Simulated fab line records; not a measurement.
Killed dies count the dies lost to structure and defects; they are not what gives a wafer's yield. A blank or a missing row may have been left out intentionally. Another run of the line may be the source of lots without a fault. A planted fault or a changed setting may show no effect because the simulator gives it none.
Chamber matching + flow n5-finfet + N5_BEOL_M10_ILD_DEP_00 on pecvd-01: 3 sister chambers
The step deposits SiCOH lowk from DEMS/porogen, target thk 308.51 nm, time 58 s. 6 wafers are shown with their chamber, then 12 later ones without.

EACH WAFER AND ITS CHAMBER
| wafer  | chamber | throttle-valve-pct (%) | showerhead-plenum-p-Torr (Torr) |
|--------|---------|------------------------|---------------------------------|
| L080.5 | 0       | 14.2                   | 5.707                           |
| L084.6 | 0       | 14.2                   | 5.710                           |
| L085.6 | 2       | 13.2                   | 5.720                           |
| L090.1 | 1       | 14.7                   | 5.767                           |
| L090.2 | 2       | 13.3                   | 5.705                           |
| L090.6 | 1       | 14.7                   | 5.783                           |

WAFERS WITHOUT THEIR CHAMBER
| wafer  | throttle-valve-pct (%) | showerhead-plenum-p-Torr (Torr) |
|--------|------------------------|---------------------------------|
| L092.2 | 14.4                   | 5.705                           |
| L092.3 | 13.4                   | 5.714                           |
| L092.6 | 14.7                   | 5.768                           |
| L093.1 | 14.3                   | 5.709                           |
| L093.2 | 13.5                   | 5.716                           |
| L093.6 | 14.2                   | 5.697                           |
| L096.2 | 14.3                   | 5.695                           |
| L096.5 | 13.6                   | 5.707                           |
| L096.6 | 14.4                   | 5.780                           |
| L097.4 | 14.3                   | 5.692                           |
| L097.5 | 13.4                   | 5.700                           |
| L097.6 | 14.6                   | 5.779                           |

THE CHAMBER EACH PASSED THROUGH
| wafer  | from the rows above     | in truth |
|--------|-------------------------|----------|
| L092.2 | 0                       | 0        |
| L092.3 | 2                       | 2        |
| L092.6 | 1                       | 1        |
| L093.1 | 0                       | 0        |
| L093.2 | 2                       | 2        |
| L093.6 | 0                       | 0        |
| L096.2 | 0                       | 0        |
| L096.5 | 2                       | 2        |
| L096.6 | can't be placed: 1 or 0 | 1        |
| L097.4 | 0                       | 0        |
| L097.5 | 2                       | 2        |
| L097.6 | 1                       | 1        |
11 of 12 placed correctly. Can't be placed from these rows: 1 (the true chamber is among the candidates in 1). 0 placed wrongly.
How it was worked out, from the rows above alone: a wafer's distance from a chamber is the root of the sum, over the readings, of the square of ((its reading less the chamber's mean) divided by the reading's scatter). The wafer belongs to the nearest chamber; if the next one is less than 2 further off, it can't be placed. The mean given for a chamber averages the wafers shown for that chamber. How the scatter is found: for the shown wafers, subtract from each reading the mean of its chamber, square and add these, divide the total by (wafers less chambers), then take the root.
